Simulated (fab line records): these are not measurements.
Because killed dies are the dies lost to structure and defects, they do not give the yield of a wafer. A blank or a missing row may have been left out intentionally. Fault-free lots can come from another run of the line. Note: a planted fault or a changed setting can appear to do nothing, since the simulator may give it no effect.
Matching of chambers || flow nand-harc || 3 sister chambers for NHARC_P_M1_PRE_CLEAN_32 on pecvd-02
The step time 12 s. 16 wafers are shown with their chamber, then 8 later ones without.

WAFERS PAIRED WITH THEIR CHAMBERS
{"wafer": "L575.2", "chamber": 1, "heater-power-w (W)": 559}
{"wafer": "L575.5", "chamber": 2, "heater-power-w (W)": 491}
{"wafer": "L575.6", "chamber": 1, "heater-power-w (W)": 555}
{"wafer": "L578.2", "chamber": 0, "heater-power-w (W)": 665}
{"wafer": "L578.3", "chamber": 1, "heater-power-w (W)": 620}
{"wafer": "L578.5", "chamber": 2, "heater-power-w (W)": 544}
{"wafer": "L579.3", "chamber": 0, "heater-power-w (W)": 641}
{"wafer": "L579.5", "chamber": 0, "heater-power-w (W)": 630}
{"wafer": "L579.6", "chamber": 1, "heater-power-w (W)": 574}
{"wafer": "L588.2", "chamber": 2, "heater-power-w (W)": 488}
{"wafer": "L588.4", "chamber": 1, "heater-power-w (W)": 597}
{"wafer": "L588.5", "chamber": 2, "heater-power-w (W)": 489}
{"wafer": "L590.4", "chamber": 2, "heater-power-w (W)": 488}
{"wafer": "L590.5", "chamber": 1, "heater-power-w (W)": 581}
{"wafer": "L590.6", "chamber": 0, "heater-power-w (W)": 676}
{"wafer": "L592.1", "chamber": 1, "heater-power-w (W)": 577}

SIGNATURES (means of the wafers above)
{"reading": "heater-power-w", "chamber 0": 653.00, "chamber 1": 580.43, "chamber 2": 500.00, "scatter within a chamber": 22.8}
Rule: a wafer lies at a distance from a chamber equal to the root of the sum of squares, over the readings, of (its reading less the chamber's mean, divided by the reading's scatter). If the next closest chamber is less than 2 further off than the closest, the wafer can't be placed; otherwise it belongs to the closest. How the scatter is found: for the shown wafers, subtract from each reading the mean of its chamber, square and add these, divide the total by (wafers less chambers), then take the root.

WAFERS MISSING THEIR CHAMBER
{"wafer": "L592.2", "heater-power-w (W)": 620}
{"wafer": "L592.3", "heater-power-w (W)": 444}
{"wafer": "L595.2", "heater-power-w (W)": 515}
{"wafer": "L595.3", "heater-power-w (W)": 637}
{"wafer": "L595.5", "heater-power-w (W)": 607}
{"wafer": "L594.2", "heater-power-w (W)": 595}
{"wafer": "L594.3", "heater-power-w (W)": 692}
{"wafer": "L594.6", "heater-power-w (W)": 600}

WHICH CHAMBER EACH WENT THROUGH
{"wafer": "L592.2", "from the rows above": "can't be placed: 0 or 1", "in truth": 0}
{"wafer": "L592.3", "from the rows above": 2, "in truth": 2}
{"wafer": "L595.2", "from the rows above": 2, "in truth": 2}
{"wafer": "L595.3", "from the rows above": "can't be placed: 0 or 1", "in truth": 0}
{"wafer": "L595.5", "from the rows above": "can't be placed: 1 or 0", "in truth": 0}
{"wafer": "L594.2", "from the rows above": "can't be placed: 1 or 0", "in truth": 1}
{"wafer": "L594.3", "from the rows above": 0, "in truth": 0}
{"wafer": "L594.6", "from the rows above": "can't be placed: 1 or 0", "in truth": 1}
Correctly placed: 3 of 8. Unplaceable from these rows: 5, with the true chamber sitting among the candidates in 5. 0 placed wrongly.
